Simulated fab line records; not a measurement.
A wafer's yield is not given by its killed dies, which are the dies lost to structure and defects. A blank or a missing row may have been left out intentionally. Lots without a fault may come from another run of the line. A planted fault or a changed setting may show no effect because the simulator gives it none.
Matching of chambers	flow n5Finfet	N5_BEOL_M14_DEP_53 on pecvd-02 has 3 sister chambers
The step deposits SiCN from 3MS/NH3, target thk 50 nm, time 17.8 s. 3 wafers are shown with their chamber, then 10 later ones without.

WAFERS WITH THEIR CHAMBER
wafer	chamber	showerheadPlenumPTorr (Torr)
L082.6	0	4.17
L086.4	2	4.10
L085.3	1	4.20

WAFERS WITH NO CHAMBER GIVEN
wafer	showerheadPlenumPTorr (Torr)
L085.6	4.10
L091.3	4.18
L091.4	4.11
L091.5	4.11
L090.1	4.11
L090.2	4.18
L090.6	4.18
L096.1	4.10
L096.2	4.18
L096.4	4.18

WHICH CHAMBER EACH ONE RAN IN
wafer	from the rows above	in truth
L085.6	2	2
L091.3	can't be placed: 0 or 1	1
L091.4	2	2
L091.5	2	2
L090.1	2	2
L090.2	can't be placed: 0 or 1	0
L090.6	can't be placed: 0 or 1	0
L096.1	2	2
L096.2	can't be placed: 0 or 1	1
L096.4	can't be placed: 0 or 1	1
Correct placement for 5 of the 10. Cannot be placed on the basis of these rows: 5; the candidates contain the true chamber in 5. 0 placed wrongly.
How it was worked out, from the rows above alone: a wafer's distance from a chamber is the root of the sum, over the readings, of the square of ((its reading less the chamber's mean) divided by the reading's scatter). The wafer belongs to the nearest chamber; if the next one is less than 2 further off, it can't be placed. A chamber's mean is the mean of its shown wafers. The scatter: with one shown wafer a chamber, the root of the mean of the squares of how far each hidden wafer lies from its nearest shown one.
